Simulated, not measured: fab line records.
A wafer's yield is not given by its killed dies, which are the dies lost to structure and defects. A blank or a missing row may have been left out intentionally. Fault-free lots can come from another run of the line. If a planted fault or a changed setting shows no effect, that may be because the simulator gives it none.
fab line records	flow n5-finfet
record: lots: 7	wafers: 19	last-day: 16
route steps=1938 shown BEOL_M0_SAQP@642 BEOL_M4@1111 PASSIVATION@1936
lots with no fault: from the same line, run without faults
start-h: the number of hours between the record's first day and the start of the first shown wafer of the lot	wait-h: time in hours since the lot's previous step	" unchanged from the row above	L1.1+2: a row that stands for several wafers	- value missing, or start not given	* or withheld: withheld	< > ~ a bound
route shown NAME@n: a module of which the file shows steps, and the number in the route of the first	usual: mean/standard deviation taken from wafers without a fault	same: alike in all rows	chamber/n: place in a boat	sites: per-site readings	_std_site: standard deviation across them	_edge_site: outer sites' mean less inner sites'	radius-mm: how far each site lies from the wafer's centre	mask NAME#n: copy n	behind: tool/chamber where the wafer was last shaped	hold: the reason the lot was held/the length of the hold in hours/how it ended	device: transistor that didn't switch, given as n, p or np	end of line: the same wafers' tests at the end of the route	where a step has no rows: the recipe by itself	killed: the dies lost at the first sort to structure and to defects; this is not the yield of the wafer	map: a wafer's dies, marking killed ones x, the rest . and places with no die _
set.NAME: the setting as run; set.NAME@STEP: as run at that earlier step	model.NAME: the simulator's own value behind a step, which no gauge read
certain route steps with their lots: each step a table, each wafer a row
services: the hour from which a tool's chamber was out of use, counted from the record's first day as start-h (under 0 if before that day), plus the number of hours and why
== steps ==
step: N5_BEOL_M0_SAQP_COAT_82
recipe: resist: SiARC	temp-c: 220	time-s: 60	spin-rpm: 1500	resist-thk-nm: 30
step: N5_BEOL_M0_SAQP_COAT_08
recipe: resist: CAR-ArF	spin-rpm: 1500	resist-thk-nm: 90
step: N5_BEOL_M0_SAQP_EBR_10
recipe: solvent: PGMEA	ebr-width-mm: 1.5
step: N5_BEOL_M0_SAQP_SOFTBAKE_09
recipe: temp-c: 110	time-s: 60	resist: CAR-ArF
step: N5_BEOL_M0_SAQP_EXPOSE_11
recipe: mask-id: M0_CORE	na: 1.35	source-shape: dipole	sigma-inner: 0.538	sigma-outer: 0.738	polarization: te	target-cd-nm: 42	dose-mj: 55
step: N5_BEOL_M0_SAQP_PEB_12
recipe: peb-temp-c: withheld	peb-time-s: 60	resist: CAR-ArF
step: N5_BEOL_M0_SAQP_DEVELOP_13
recipe: develop-time-s: 30	developer: TMAH	resist: CAR-ArF	dev-temp-c: 23	rinse-liquid: diw	dry: air-spin
step: N5_BEOL_M0_SAQP_CD_MEAS_14
recipe: target-cd-nm: 42.5	landing-energy-ev: 500	detector: se-inlens
usual: cd-nm: 42.6/0.35
lot.wafer	tool	chamber	start-h	wait-h	cd-nm
L300.1	cd-sem-02	0	133.07	-	42.7
L300.2	"	0	"	"	42.3
L300.3	"	0	"	"	42.6
L306.1	cd-sem-01	0	160.28	-	42.5
L306.2	"	0	"	"	42.7
L308.1	cd-sem-03	0	174.10	-	42.7
L308.4	"	0	"	"	42.2
L308.6	"	0	"	"	43.0
L310.1	cd-sem-03	0	180.19	-	42.9
L310.5	"	0	"	"	42.9
L312.1	cd-sem-03	0	189.94	-	42.8
L312.2	"	0	"	"	42.5
L312.3	"	0	"	"	42.6
L313.2	cd-sem-01	0	196.65	-	43.0
L313.4	"	0	"	"	42.9
L313.6	"	0	"	"	42.8
L317.1	cd-sem-01	0	221.84	-	42.5
L317.3	"	0	"	"	42.7
L317.6	"	0	"	"	42.9
step: N5_BEOL_M0_SAQP_OVL_MEAS_15
recipe: points-per-wafer: 44
usual: M0_CORE_OVL: 0.0/0.7
lot.wafer	tool	chamber	start-h	wait-h	M0_CORE_OVL[nm]
L300.1	overlay-02	0	133.10	0.0	-0.3
L300.2	"	0	"	"	0.0
L300.3	"	0	"	"	-0.9
L306.1	overlay-01	0	160.31	0.0	-0.3
L306.2	"	0	"	"	-0.2
L308.1	overlay-02	0	174.13	0.0	0.0
L308.4	"	0	"	"	1.3
L308.6	"	0	"	"	0.6
L310.1	overlay-01	0	180.22	0.0	0.3
L310.5	"	0	"	"	-0.5
L312.1	overlay-02	0	189.97	0.0	1.2
L312.2	"	0	"	"	0.0
L312.3	"	0	"	"	-0.2
L313.2	overlay-02	0	196.68	0.0	-0.6
L313.4	"	0	"	"	-0.7
L313.6	"	0	"	"	0.3
L317.1	overlay-01	0	221.88	0.0	0.7
L317.3	"	0	"	"	0.1
L317.6	"	0	"	"	-0.5
step: N5_BEOL_M0_SAQP_INSPECT_16
recipe: mode: adi	inspect-instrument: brightfield
usual: raw-defect-count: 530/130
lot.wafer	tool	chamber	start-h	wait-h	raw-defect-count
L300.1	defect-inspect-02	-	133.12	0.0	808
L300.2	"	-	"	"	441
L300.3	"	-	"	"	702
L306.1	defect-inspect-01	-	160.33	0.0	452
L306.2	"	-	"	"	369
L308.1	defect-inspect-01	-	174.15	0.0	512
L308.4	"	-	"	"	615
L308.6	"	-	"	"	623
L310.1	defect-inspect-02	-	180.24	0.0	480
L310.5	"	-	"	"	905
L312.1	defect-inspect-01	-	189.99	0.0	445
L312.2	"	-	"	"	620
L312.3	"	-	"	"	426
L313.2	defect-inspect-01	-	196.71	0.0	592
L313.4	"	-	"	"	370
L313.6	"	-	"	"	326
L317.1	defect-inspect-01	-	221.90	0.0	333
L317.3	"	-	"	"	352
L317.6	"	-	"	"	435
step: N5_BEOL_M0_SAQP_DESCUM_19
recipe: chemistry: O2	time-s: 7.9	source-power-w: 50	bias-power-w: 20	pressure-mtorr: 20	rf-frequency-hz: 2.712e+07	temp-c: 40	resist: CAR-ArF	o2-flow-sccm: 225
usual: drypump-motor-current-A: 5.8/0.46	oes-product-au: 0.81/0.089	rf-vpp-V: 242.8/1.1	showerhead-plenum-p-Torr: 2.06/0.052	temp-c: 39.99/0.1	throttle-valve-pct: 20.29/0.26
lot.wafer	tool	chamber	start-h	wait-h	drypump-motor-current-A	oes-product-au	rf-hours-counter-h	rf-vpp-V	showerhead-plenum-p-Torr	temp-c	throttle-valve-pct
L300.1	rie-diel-01	1	133.68	0.6	5.7	0.67	218	241.5	1.97	39.85	20.46
L300.2	"	3	"	"	6.3	0.76	111	242.8	1.99	39.98	20.10
L300.3	"	0	"	"	6.0	0.75	140	241.9	2.11	39.89	20.67
L306.1	rie-diel-01	0	160.55	0.2	6.0	0.74	149	241.4	2.11	39.90	20.68
L306.2	"	3	"	"	6.3	0.76	121	242.1	1.99	40.04	20.12
L308.1	rie-diel-01	3	174.19	0.0	6.3	0.74	125	240.8	1.99	39.90	20.14
L308.4	"	0	"	"	6.0	0.74	154	243.0	2.11	39.99	20.67
L308.6	"	1	"	"	5.7	0.66	-	241.8	1.97	40.07	20.48
L310.1	rie-diel-01	0	180.28	0.0	6.0	0.73	156	241.9	2.11	39.98	20.68
L310.5	"	2	"	"	5.6	0.87	-	242.5	2.05	39.71	20.28
L312.1	rie-diel-05	0	190.03	0.0	6.4	0.79	104	242.4	2.02	39.96	20.56
L312.2	"	2	"	"	5.7	0.86	48	243.5	2.11	39.98	19.89
L312.3	"	1	"	"	5.4	0.82	56	242.2	2.10	40.03	20.01
L313.2	rie-diel-05	1	196.74	0.0	5.4	0.82	59	245.7	2.10	39.84	20.02
L313.4	"	0	"	"	6.4	0.78	106	241.3	2.02	39.82	20.55
L313.6	"	0	"	"	6.4	0.78	-	242.3	2.02	40.11	20.57
L317.1	rie-diel-05	1	221.93	0.0	5.4	0.81	67	243.3	2.10	39.97	20.02
L317.3	"	3	"	"	5.5	0.95	22	244.3	2.13	40.00	20.31
L317.6	"	0	"	"	6.4	0.77	-	240.6	2.02	39.77	20.55
step: N5_BEOL_M0_SAQP_ETCH_83
recipe: chemistry: CF4	target: SiARC	target-depth-a: 390	mask-material: CAR-ArF	time-s: 65	ion-energy-ev: 80	pressure-mtorr: 40	source-w: 545	bias-w: 36	Ar_flow_sccm: 100	cf4-flow-sccm: 100	ends: cleared
usual: drypump-motor-current-A: 5.8/0.46	etch-rf-on-time-s: 64.6/2.4	oes-product-au: 0.69/0.078	rf-vpp-V: 183.9/1.1	showerhead-plenum-p-Torr: 2.12/0.049	throttle-valve-pct: 15.51/0.25
lot.wafer	tool	chamber	start-h	wait-h	drypump-motor-current-A	etch-rf-on-time-s	oes-product-au	rf-hours-counter-h	rf-vpp-V	showerhead-plenum-p-Torr	throttle-valve-pct
L300.1	rie-diel-01	1	133.72	0.0	5.7	64.5	0.59	218	181.2	2.03	15.69
L300.2	"	3	"	"	6.3	67.7	0.65	111	184.5	2.08	15.55
L300.3	"	0	"	"	6.0	66.7	0.64	140	184.9	2.14	15.67
L306.1	rie-diel-01	0	160.59	0.0	6.0	67.0	0.63	149	185.0	2.14	15.67
L306.2	"	3	"	"	6.3	67.7	0.64	121	184.4	2.07	15.55
L308.1	rie-diel-01	3	174.22	0.0	6.3	67.3	0.64	125	183.7	2.07	15.55
L308.4	"	0	"	"	6.0	66.1	0.63	154	183.5	2.14	15.68
L308.6	"	1	"	"	5.7	64.9	0.58	-	182.9	2.03	15.73
L310.1	rie-diel-01	0	180.31	0.0	6.0	67.1	0.63	156	186.3	2.14	15.68
L310.5	"	2	"	"	5.7	64.2	0.75	-	183.7	2.09	15.37
L312.1	rie-diel-05	0	190.06	0.0	6.4	62.5	0.67	104	183.9	2.07	15.70
L312.2	"	2	"	"	5.7	65.8	0.74	48	185.4	2.15	15.07
L312.3	"	1	"	"	5.5	67.5	0.69	56	183.5	2.17	15.32
L313.2	rie-diel-05	1	196.78	0.0	5.4	66.9	0.69	59	186.5	2.17	15.31
L313.4	"	0	"	"	6.4	63.2	0.67	106	182.6	2.07	15.70
L313.6	"	0	"	"	6.4	63.1	0.66	-	182.8	2.07	15.70
L317.1	rie-diel-05	1	221.97	0.0	5.4	68.4	0.68	67	183.7	2.17	15.35
L317.3	"	3	"	"	5.5	61.1	0.82	22	183.1	2.19	15.51
L317.6	"	0	"	"	6.4	64.3	0.66	-	182.9	2.07	15.70
step: N5_BEOL_M0_SAQP_ETCH_84
recipe: chemistry: N2/H2	target: SOC	target-depth-a: 1000	overetch-a: 200	mask-material: SiARC	temp-c: 40	time-s: 150	ion-energy-ev: 200	pressure-mtorr: 30	source-w: 840	bias-w: 150	n2-flow-sccm: 200	h2-flow-sccm: 200
usual: drypump-motor-current-A: 5.8/0.46	n2-flow-sccm: 199.9/0.62	oes-product-au: 0.72/0.071	rf-vpp-V: 523.2/1.9	showerhead-plenum-p-Torr: 2.51/0.066	temp-c: 40.00/0.11	throttle-valve-pct: 17.75/0.23
lot.wafer	tool	chamber	start-h	wait-h	drypump-motor-current-A	n2-flow-sccm	oes-product-au	rf-hours-counter-h	rf-vpp-V	showerhead-plenum-p-Torr	temp-c	throttle-valve-pct	model.SiARC_of_BEOL_M0_SAQP_COAT_82.thk-nm
L300.1	rie-diel-01	1	133.77	0.0	5.7	199.9	0.62	218	519.1	2.40	40.15	17.86	24.4
L300.2	"	3	"	"	6.3	199.3	0.70	111	521.8	2.46	40.12	17.73	24.8
L300.3	"	0	"	"	6.0	198.9	0.69	140	525.0	2.53	39.94	17.80	24.2
L306.1	rie-diel-01	0	160.64	0.0	6.0	198.5	0.68	149	524.7	2.53	40.01	17.83	20.6
L306.2	"	3	"	"	6.3	199.3	0.69	121	520.2	2.45	39.94	17.76	21.6
L308.1	rie-diel-01	3	174.27	0.0	6.3	199.7	0.68	125	522.1	2.45	39.92	17.77	21.6
L308.4	"	0	"	"	6.0	199.7	0.67	154	524.5	2.53	40.14	17.85	24.2
L308.6	"	1	"	"	5.7	200.9	0.61	-	519.7	2.39	39.84	17.89	24.4
L310.1	rie-diel-01	0	180.36	0.0	6.0	201.1	0.67	156	525.2	2.53	40.00	17.84	20.8
L310.5	"	2	"	"	5.6	199.7	0.78	-	522.4	2.47	39.79	17.53	24.2
L312.1	rie-diel-05	0	190.11	0.0	6.4	200.7	0.69	104	522.0	2.47	40.17	18.07	24.4
L312.2	"	2	"	"	5.7	199.7	0.78	48	525.3	2.58	39.91	17.45	24.4
L312.3	"	1	"	"	5.4	200.4	0.74	56	525.0	2.56	40.11	17.43	24.6
L313.2	rie-diel-05	1	196.83	0.0	5.4	199.4	0.74	59	523.7	2.56	40.09	17.43	24.6
L313.4	"	0	"	"	6.4	200.7	0.69	106	521.3	2.47	40.11	18.07	24.6
L313.6	"	0	"	"	6.4	200.3	0.69	-	521.9	2.47	40.09	18.07	24.6
L317.1	rie-diel-05	1	222.02	0.0	5.4	199.9	0.73	67	524.5	2.56	40.02	17.45	24.6
L317.3	"	3	"	"	5.5	200.3	0.82	22	524.0	2.63	40.16	17.93	23.8
L317.6	"	0	"	"	6.4	199.8	0.69	-	521.1	2.47	40.01	18.09	24.4
step: N5_BEOL_M0_SAQP_STRIP_80
recipe: chemistry: N2/H2	temp-c: 40	n2-flow-sccm: 200	h2-flow-sccm: 200	rf-frequency-hz: 6e+07
step: N5_BEOL_M0_SAQP_HM_OPEN_112
recipe: chemistry: CHF3/O2	target: SiO2	stop-on: a-Si	target-depth-a: 120	over-etch-frac: 1.25	mask-material: SOC	time-s: 13.5	pressure-mtorr: 30	source-w: 650	bias-w: 170	Ar_flow_sccm: 200	CHF3_flow_sccm: 50	O2_flow_sccm: 5	ion-energy-ev: 200	ends: end-point
usual: O2_flow_sccm: 4.999/0.016	drypump-motor-current-A: 5.8/0.46	oes-product-au: 0.53/0.053	rf-vpp-V: 518/16	showerhead-plenum-p-Torr: 2.38/0.057	throttle-valve-pct: 18.73/0.23
lot.wafer	tool	chamber	start-h	wait-h	O2_flow_sccm	drypump-motor-current-A	oes-product-au	rf-hours-counter-h	rf-vpp-V	showerhead-plenum-p-Torr	throttle-valve-pct	model.SiARC_of_BEOL_M0_SAQP_COAT_82.thk-nm
L300.1	rie-diel-01	1	133.87	0.0	4.989	5.7	0.44	218	515	2.29	18.91	5.6
L300.2	"	3	"	"	4.989	6.3	0.50	111	487	2.33	18.72	7.2
L300.3	"	0	"	"	4.999	6.0	0.50	140	542	2.41	18.89	5
L306.1	rie-diel-01	0	160.75	0.0	5.015	6.0	0.48	149	541	2.40	18.89	1.2
L306.2	"	3	"	"	5.019	6.3	0.50	121	486	2.33	18.72	3.6
L308.1	rie-diel-01	3	174.38	0.0	4.997	6.3	0.50	125	488	2.32	18.74	3.8
L308.4	"	0	"	"	5.001	6.0	0.49	154	538	2.40	18.92	5
L308.6	"	1	"	"	4.986	5.7	0.45	-	515	2.28	18.92	5.6
L310.1	rie-diel-01	0	180.47	0.0	4.994	6.0	0.49	156	540	2.40	18.93	1.6
L310.5	"	2	"	"	4.976	5.6	0.57	-	519	2.35	18.66	4.8
L312.1	rie-diel-05	0	190.22	0.0	5.006	6.4	0.51	104	495	2.33	18.91	5.2
L312.2	"	2	"	"	5.037	5.7	0.56	48	530	2.43	18.31	5
L312.3	"	1	"	"	5.020	5.4	0.55	56	522	2.45	18.59	6
L313.2	rie-diel-05	1	196.94	0.0	5.023	5.4	0.54	59	522	2.45	18.60	5.8
L313.4	"	0	"	"	5.017	6.4	0.50	107	496	2.33	18.89	5.4
L313.6	"	0	"	"	4.996	6.4	0.50	-	494	2.33	18.88	5.6
L317.1	rie-diel-05	1	222.13	0.0	4.972	5.4	0.53	67	522	2.45	18.61	6
L317.3	"	3	"	"	4.987	5.5	0.60	22	523	2.46	18.73	3.6
L317.6	"	0	"	"	4.985	6.4	0.50	-	494	2.32	18.92	5.6
step: N5_BEOL_M0_SAQP_STRIP_113
recipe: chemistry: CHF3/O2	resist: SiARC	rf-frequency-hz: 6e+07
step: N5_BEOL_M4_RC_MEAS_101
usual: DIBL_N: 37.3/2.3	DIBL_P: 37.4/2.9	IOFF_N: 0.18/0.045	IOFF_P: 0.25/0.054	ION_N: 679/15	ION_P: 468/9.7	SS_N: 71.8/0.62	SS_P: 73.6/0.76	VT_N: 248/4.1	VT_P: -248/3.6
lot.wafer	tool	chamber	start-h	wait-h	DIBL_N[mV/V]	DIBL_P[mV/V]	IOFF_N[nA/um]	IOFF_P[nA/um]	ION_N[uA/um]	ION_P[uA/um]	SS_N[mV/dec]	SS_P[mV/dec]	VT_N[mV]	VT_P[mV]
L300.1	prober-02	0	189.47	0.0	35.9	35.3	0.17	0.23	682	465	71.6	73.5	248	-248
L300.2	"	0	"	"	37.1	38.7	0.20	0.29	701	480	72.1	74.0	245	-244
L300.3	"	0	"	"	35.6	35.6	0.16	0.22	678	465	71.3	73.4	250	-248
L306.1	prober-02	0	215.84	0.0	36.0	34.1	0.14	0.21	672	467	71.5	73.0	252	-248
L306.2	"	0	"	"	39.8	38.8	0.20	0.29	676	469	72.7	74.6	247	-246
L308.1	prober-01	0	235.73	0.0	39.3	40.3	0.24	0.27	697	474	73.0	74.3	243	-249
L308.4	"	0	"	"	34.9	36.9	0.16	0.22	676	472	71.4	73.0	247	-251
L308.6	"	0	"	"	38.3	40.4	0.24	0.29	685	468	72.8	74.1	245	-245
L312.1	prober-01	0	241.89	0.0	39.3	41.0	0.21	0.29	693	479	72.9	74.2	247	-246
L312.2	"	0	"	"	39.4	41.4	0.20	0.29	695	476	72.3	74.6	247	-247
L312.3	"	0	"	"	36.3	36.9	0.14	0.21	662	460	72.1	73.8	253	-251
L310.1	prober-02	0	242.43	0.0	41.0	42.5	0.25	0.39	697	482	72.4	74.5	244	-241
L310.5	"	0	"	"	39.6	40.8	0.23	0.32	686	480	72.4	73.8	245	-240
L313.2	prober-01	0	262.46	0.2	36.2	34.5	0.16	0.22	669	462	71.3	73.0	248	-248
L313.4	"	0	"	"	37.2	37.1	0.18	0.26	674	463	71.6	73.6	248	-244
L313.6	"	0	"	"	43.3	43.2	0.35	0.41	720	493	73.3	75.6	239	-240
L317.1	prober-02	0	274.50	0.0	37.5	36.1	0.14	0.21	661	460	71.6	73.9	252	-252
L317.3	"	0	"	"	37.7	35.9	0.15	0.21	648	447	72.1	73.1	256	-251
L317.6	"	0	"	"	37.0	35.5	0.14	0.21	665	464	71.4	73.7	252	-252
step: N5_PASSIVATION_PROBE_49
usual: defect-limited-yield: 91.3/1.5	killed_at_M0_to_M3: 35/8.7	killed_at_M4_up: 14/5.5	killed-at-contacts: 11/5.6	killed-at-front-end: 39/13	killed-at-other: 3.7/2.2	killed-dies: 103/18	killed-open: 69/14	killed-short: 33/7.8	sort_bin_4_leakage: 0.02/0.15	sort_bin_5_function: 5.1/0.99	sort_bin_6_memory: 3.3/0.67	sort_bin_8_speed: 0.02/0.17	sort-n-pass: 1077/18	sort-yield-pct: 91.2/1.5
same: gross-dies: 1180	killed-at-back-side: 0
lot.wafer	tool	chamber	start-h	wait-h	defect-limited-yield[%]	killed_at_M0_to_M3	killed_at_M4_up	killed-at-contacts	killed-at-front-end	killed-at-other	killed-dies	killed-open	killed-short	sort_bin_4_leakage[%]	sort_bin_5_function[%]	sort_bin_6_memory[%]	sort_bin_8_speed[%]	sort-n-pass	sort-yield-pct[%]
L300.1	prober-01	-	294.05	0.0	93.1	33	11	10	23	4	81	51	29	0	3.7	2.8	0.08	1099	93.1
L300.2	prober-01	-	294.10	0.1	88.0	45	6	17	71	3	142	90	51	0	7.0	4.4	0	1038	88.0
L300.3	prober-01	-	294.15	0.1	90.4	28	16	10	52	7	113	66	47	0	5.8	3.5	0	1067	90.4
L306.1	prober-01	-	312.86	0.0	93.2	20	11	16	33	0	80	56	24	0	4.2	2.1	0	1100	93.2
L306.2	prober-01	-	312.91	0.1	88.2	38	12	22	63	4	139	99	35	0	6.6	4.2	0	1041	88.2
L312.1	prober-02	-	350.78	0.0	90.2	46	7	7	52	4	116	80	36	0	5.4	4.0	0	1064	90.2
L312.2	prober-02	-	350.83	0.1	89.6	50	17	12	43	1	123	86	35	0	6.4	3.7	0	1057	89.6
L312.3	prober-02	-	350.88	0.1	88.7	47	10	7	68	1	133	91	40	0	6.4	4.3	0	1047	88.7
L308.1	prober-01	-	352.38	0.0	89.9	44	13	4	56	2	119	80	39	0	5.3	4.6	0	1061	89.9
L308.4	prober-01	-	352.53	0.2	91.2	33	11	8	51	1	104	74	30	0	5.1	3.4	0	1076	91.2
L308.6	prober-01	-	352.63	0.3	92.3	39	16	6	29	1	91	60	29	0	5.1	2.4	0	1089	92.3
L313.2	prober-02	-	376.61	0.1	90.0	30	22	21	36	9	118	90	28	0	5.8	4.1	0	1062	90.0
L313.4	prober-02	-	376.71	0.2	91.5	37	12	8	38	5	100	69	31	0	5.2	3.0	0	1080	91.5
L313.6	prober-02	-	376.81	0.3	92.8	18	8	16	37	6	85	55	30	1.78	3.7	3.4	0	1074	91.0
L317.1	prober-02	-	381.72	0.0	90.7	37	5	15	51	2	110	83	24	0	5.7	3.4	0	1070	90.7
L317.3	prober-02	-	381.82	0.1	90.4	37	17	10	44	5	113	68	44	0	5.0	4.1	0	1067	90.4
L317.6	prober-02	-	381.97	0.3	88.2	58	21	11	46	3	139	100	34	0	6.8	4.3	0	1041	88.2
killed by level:class
L300.1 BEOL_M0_SAQP:geometric-particle:short=13 BEOL_M0_SAQP:geometric-particle:open=8 FIN_SAQP:geometric-particle:open=6 STI_FIN_REVEAL:geometric-particle:open=6 MOL_CONTACT_COAG:geometric-particle:open=6 BEOL_M3:geometric-particle:open=5 GATE_CUT:geometric-particle:short=4 MOL_CONTACT_COAG:geometric-particle:short=4
L300.2 BEOL_M0_SAQP:geometric-particle:short=16 FIN_SAQP:geometric-particle:open=13 STI_FIN_REVEAL:geometric-particle:open=13 MOL_CONTACT_COAG:geometric-particle:open=13 FIN_SAQP:geometric-particle:short=12 BEOL_M3:geometric-particle:open=9 BEOL_M0_SAQP:geometric-particle:open=7 STARTING-WAFER:geometric-particle:short=7
L300.3 FIN_SAQP:geometric-particle:short=10 FIN_SAQP:geometric-particle:open=10 BEOL_M0_SAQP:geometric-particle:short=10 GATE_CUT:geometric-particle:short=9 MOL_CONTACT_COAG:geometric-particle:open=9 GATE_CUT:geometric-particle:open=6 BEOL_M0_SAQP:geometric-particle:open=5 BEOL_M3:geometric-particle:open=5
L306.1 MOL_CONTACT_COAG:geometric-particle:open=12 BEOL_M2:geometric-particle:open=7 STARTING-WAFER:geometric-particle:short=6 GATE_CUT:geometric-particle:open=5 DUMMY_GATE:geometric-particle:open=4 MOL_CONTACT_COAG:geometric-particle:short=4 BEOL_M1:geometric-particle:open=4 BEOL_M7:geometric-particle:open=4
L306.2 FIN_SAQP:geometric-particle:open=17 MOL_CONTACT_COAG:geometric-particle:open=15 BEOL_M2:geometric-particle:open=12 DUMMY_GATE:geometric-particle:open=11 BEOL_M3:geometric-particle:open=10 GATE_CUT:geometric-particle:short=7 MOL_CONTACT_COAG:geometric-particle:short=7 BEOL_M0_SAQP:geometric-particle:short=6
L312.1 BEOL_M2:geometric-particle:open=18 BEOL_M3:geometric-particle:open=13 STI_FIN_REVEAL:geometric-particle:open=9 FIN_SAQP:geometric-particle:short=7 FIN_SAQP:geometric-particle:open=6 GATE_CUT:geometric-particle:short=6 BEOL_M0_SAQP:geometric-particle:open=5 DUMMY_GATE:geometric-particle:open=4
L312.2 BEOL_M0_SAQP:geometric-particle:open=14 BEOL_M3:geometric-particle:open=11 MOL_CONTACT_COAG:geometric-particle:open=10 FIN_SAQP:geometric-particle:open=7 FIN_SAQP:geometric-particle:short=7 STI_FIN_REVEAL:geometric-particle:open=6 BEOL_M0_SAQP:geometric-particle:short=6 BEOL_M2:geometric-particle:open=6
L312.3 BEOL_M2:geometric-particle:open=13 BEOL_M0_SAQP:geometric-particle:open=13 FIN_SAQP:geometric-particle:open=12 BEOL_M0_SAQP:geometric-particle:short=11 ILD0:geometric-particle:short=9 FIN_SAQP:geometric-particle:short=8 STI_FIN_REVEAL:geometric-particle:open=8 DUMMY_GATE:geometric-particle:open=8
L308.1 STI_FIN_REVEAL:geometric-particle:open=16 GATE_CUT:geometric-particle:short=12 BEOL_M2:geometric-particle:open=12 BEOL_M4:geometric-particle:open=10 BEOL_M3:geometric-particle:open=6 FIN_SAQP:geometric-particle:open=5 GATE_CUT:geometric-particle:open=5 BEOL_M0_SAQP:geometric-particle:short=5
L308.4 FIN_SAQP:geometric-particle:open=16 STI_FIN_REVEAL:geometric-particle:open=12 BEOL_M0_SAQP:geometric-particle:open=12 BEOL_M0_SAQP:geometric-particle:short=9 MOL_CONTACT_COAG:geometric-particle:open=8 BEOL_M4:geometric-particle:open=7 SPACER0:geometric-particle:open=5 FIN_SAQP:geometric-particle:short=4
L308.6 BEOL_M0_SAQP:geometric-particle:short=11 BEOL_M0_SAQP:geometric-particle:open=10 FIN_SAQP:geometric-particle:open=7 STI_FIN_REVEAL:geometric-particle:open=7 MOL_CONTACT_COAG:geometric-particle:open=6 BEOL_M3:geometric-particle:open=6 BEOL_M4:geometric-particle:short=6 BEOL_M1:geometric-particle:open=5
L313.2 BEOL_M4:geometric-particle:open=20 MOL_CONTACT_COAG:geometric-particle:open=19 FIN_SAQP:geometric-particle:open=7 BEOL_M0_SAQP:geometric-particle:open=7 BEOL_M1:geometric-particle:open=7 FIN_SAQP:geometric-particle:short=6 DUMMY_GATE:geometric-particle:open=4 BEOL_M2:geometric-particle:open=4
L313.4 STI_FIN_REVEAL:geometric-particle:open=12 BEOL_M0_SAQP:geometric-particle:open=9 BEOL_M0_SAQP:geometric-particle:short=8 MOL_CONTACT_COAG:geometric-particle:open=7 BEOL_M4:geometric-particle:open=7 FIN_SAQP:geometric-particle:open=6 BEOL_M1:geometric-particle:open=5 BEOL_M3:geometric-particle:open=5
L313.6 FIN_SAQP:geometric-particle:short=9 MOL_CONTACT_COAG:geometric-particle:open=9 BEOL_M1:geometric-particle:open=9 FIN_SAQP:geometric-particle:open=8 MOL_CONTACT_COAG:geometric-particle:short=7 STI_FIN_REVEAL:geometric-particle:open=5 BEOL_M4:geometric-particle:open=5 BEOL_M0_SAQP:geometric-particle:open=4
L317.1 STI_FIN_REVEAL:geometric-particle:open=16 MOL_CONTACT_COAG:geometric-particle:open=14 BEOL_M3:geometric-particle:open=11 BEOL_M2:geometric-particle:open=10 FIN_SAQP:geometric-particle:open=9 ILD0:geometric-particle:open=5 DUMMY_GATE:geometric-particle:open=4 ILD0:geometric-particle:short=4
L317.3 BEOL_M3:geometric-particle:open=12 BEOL_M2:geometric-particle:open=10 ILD0:geometric-particle:short=7 MOL_CONTACT_COAG:geometric-particle:open=7 STI_FIN_REVEAL:geometric-particle:open=6 BEOL_M4:geometric-particle:short=6 DUMMY_GATE:geometric-particle:open=5 DUMMY_GATE:geometric-particle:short=5
L317.6 BEOL_M3:geometric-particle:open=13 BEOL_M1:geometric-particle:open=13 BEOL_M0_SAQP:geometric-particle:open=11 STI_FIN_REVEAL:geometric-particle:open=10 MOL_CONTACT_COAG:geometric-particle:open=10 BEOL_M0_SAQP:geometric-particle:short=9 BEOL_M2:geometric-particle:open=6 ILD0:geometric-particle:short=5
== services ==
tool	chamber	start-h	hours	kind
rie-diel-01	2	125.19	5.3	repair
rie-diel-05	3	157.68	15.8	repair
rie-diel-05	3	215.50	3.4	repair
== key ==
first-sign none at tools or gauges
model-effect: step: N5_BEOL_M0_SAQP_ETCH_84	value: SiARC_of_BEOL_M0_SAQP_COAT_82.thk-nm	without: 24.55	struck: 21.15
model-effect: step: N5_BEOL_M0_SAQP_HM_OPEN_112	value: SiARC_of_BEOL_M0_SAQP_COAT_82.thk-nm	without: 5.95	struck: 2.55
met-at N5_BEOL_M0_SAQP_ETCH_84
struck-wafers L306.1,L306.2,L308.1,L310.1
onset-between 133.77 160.64
fault: kind: process-parameter-drift	tool: rie-diel-01	chamber: -	onset-h: 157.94	steps: N5_BEOL_M0_SAQP_ETCH_84	channel: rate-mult	offset: 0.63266	shape: step	end-h: 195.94	scope: struck-wafers-only
